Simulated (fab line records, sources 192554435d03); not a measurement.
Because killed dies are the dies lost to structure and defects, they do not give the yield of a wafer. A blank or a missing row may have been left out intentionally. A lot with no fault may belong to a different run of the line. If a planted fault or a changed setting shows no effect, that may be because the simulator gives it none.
Comparing a struck lot with a sound one / flow n5 finfet / 22 steps out of a route of 1938
Sound: wafers L691.2, L691.4, L691.5. Struck: wafers L690.3, L690.4, L690.5. Last of all comes the cause.
Per side, at each step with rows, come the tool, then ch with its chambers, and then its first start. Under that, the readings that differ: sound wafers / struck wafers / difference of the means / sigmas: that difference in standard deviations of wafers without a fault.
alike: same words and numbers on both sides, and readings whose means sit less than 2 such deviations apart. not compared: any withheld reading, any reading some wafer has no value for, any bound like >300 that may hide the same value, and any number with overlapping values for which the record gives no deviation.
Wherever a step has rows on one side only, a row that says differs or no value, or a row with sigmas, the two part there. Numbers that don't overlap but have no deviation are shown without sigmas and don't part them. A reading missing from all wafers of one side parts the sides only when that side holds two or more wafers.

first, 8 steps without rows for these wafers: N5_BEOL_M1_PRE_CLEAN_60 (time 15 s); N5_BEOL_M1_CO_CAP_55 (material Co, precursor CCTBA/H2, target thk 2 nm, time 102.1 s); N5_BEOL_M1_PRE_CLEAN_56 (time 15 s); N5_BEOL_M1_DEP_57 (deposits SiCN from 3MS/NH3, target thk 8 nm, time 14 s); N5_BEOL_M2_ILD_DEP_00 (deposits SiOC from DEMS/O2, target thk 79 nm, time 15.3 s); N5_BEOL_M2_PECVD_72 (deposits SiO2 from TEOS/O2, target thk 16 nm, time 18 s); N5_BEOL_M2_HM_DEP_02 (deposits TiN, target thk 20 nm); N5_BEOL_M2_COAT_61 (time 60 s, resist thk 60 nm).
N5_BEOL_M2_COAT_62: time 60 s, resist thk 12 nm.
  sound on litho track-01 ch 0, day 8 13:51; struck on litho track-03 ch 0, day 8 09:02
reading=spin speed rpm (rpm); sound=1499.6 1500.6 1499.7; struck=1257.4 1257.4 1259.0; difference=-242.0; sigmas=-99 or more
reading=model.SiARC_of_BEOL_M2_COAT_62.thk nm (nm); sound=12 12 12; struck=13 13 13; difference=+1; sigmas=
then, 9 steps without rows for these wafers: N5_BEOL_M2_COAT_73 (time 60 s, resist thk 5 nm); N5_BEOL_M2_COAT_05 (resist thk 30 nm); N5_BEOL_M2_EBR_07; N5_BEOL_M2_SOFTBAKE_06 (time 60 s); N5_BEOL_M2_EXPOSE_08 (exposes mask M2); N5_BEOL_M2_PEB_09 (peb time 60 s); N5_BEOL_M2_DEVELOP_10 (develop time 30 s); N5_BEOL_M2_DESCUM_16 (chemistry O2, time 7 s); N5_BEOL_M2_ETCH_74 (etches underlayer in N2/H2, target depth 6.5 nm, time 5.2 s).
N5_BEOL_M2_ETCH_63: etches SiARC in CF4, target depth 15.6 nm, time 26 s.
  sound on rie diel-05 ch 0,1,3, day 8 14:25; struck on rie diel-05 ch 1,3, day 8 09:38
reading=etch rf on time s (s); sound=26.0 25.9 26.2; struck=28.1 27.9 27.8; difference=+1.9; sigmas=+6
reading=model.etch.depth nm (nm); sound=12.03 12.04 12.07; struck=13.03 13.03 13.04; difference=+0.99; sigmas=
  alike: drypump motor current A, oes product au, rf fwd power W, rf vpp V, showerhead plenum p Torr, throttle valve pct
  not compared: rf hours counter h
N5_BEOL_M2_ETCH_64: etches SOC in N2/H2, target depth 75 nm, overetch 22.5 nm, time 121.9 s.
  sound on rie diel-05 ch 0,1,3, day 8 14:27; struck on rie diel-05 ch 1,3, day 8 09:40
reading=model.SiARC_of_BEOL_M2_COAT_62.thk nm (nm); sound=6.2 6.2 6.2; struck=7.4 7.4 7.4; difference=+1.2; sigmas=
  alike: drypump motor current A, oes product au, rf fwd power W, rf vpp V, showerhead plenum p Torr, throttle valve pct
  not compared: rf hours counter h
then, 1 step without rows for these wafers: N5_BEOL_M2_STRIP_65 (strips in N2/H2).
-- a jump in the record: the struck wafers' starts before and after are 2 days apart (it breaks off in module BEOL_M2 and resumes in module BEOL_M4, where the first step shown is number 1111 of the route) --
N5_BEOL_M4_RC_MEAS_101:
  sound on prober-02 ch 0, day 11 00:14; struck on prober-02 ch 0, day 10 15:11
  alike: DIBL_N, DIBL_P, IOFF_N, IOFF_P, ION_N, ION_P, SS_N, SS_P, VT_N, VT_P

WHERE THEY PART
At N5_BEOL_M2_COAT_62 first; at N5_BEOL_M2_ETCH_63 last (within this record only). Later steps at which nothing parts them and some readings are alike: N5_BEOL_M2_ETCH_64, N5_BEOL_M4_RC_MEAS_101.

WHY: the cause the simulator had injected
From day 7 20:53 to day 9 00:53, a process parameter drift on litho track-03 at N5_BEOL_M2_COAT_62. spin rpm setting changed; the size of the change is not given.
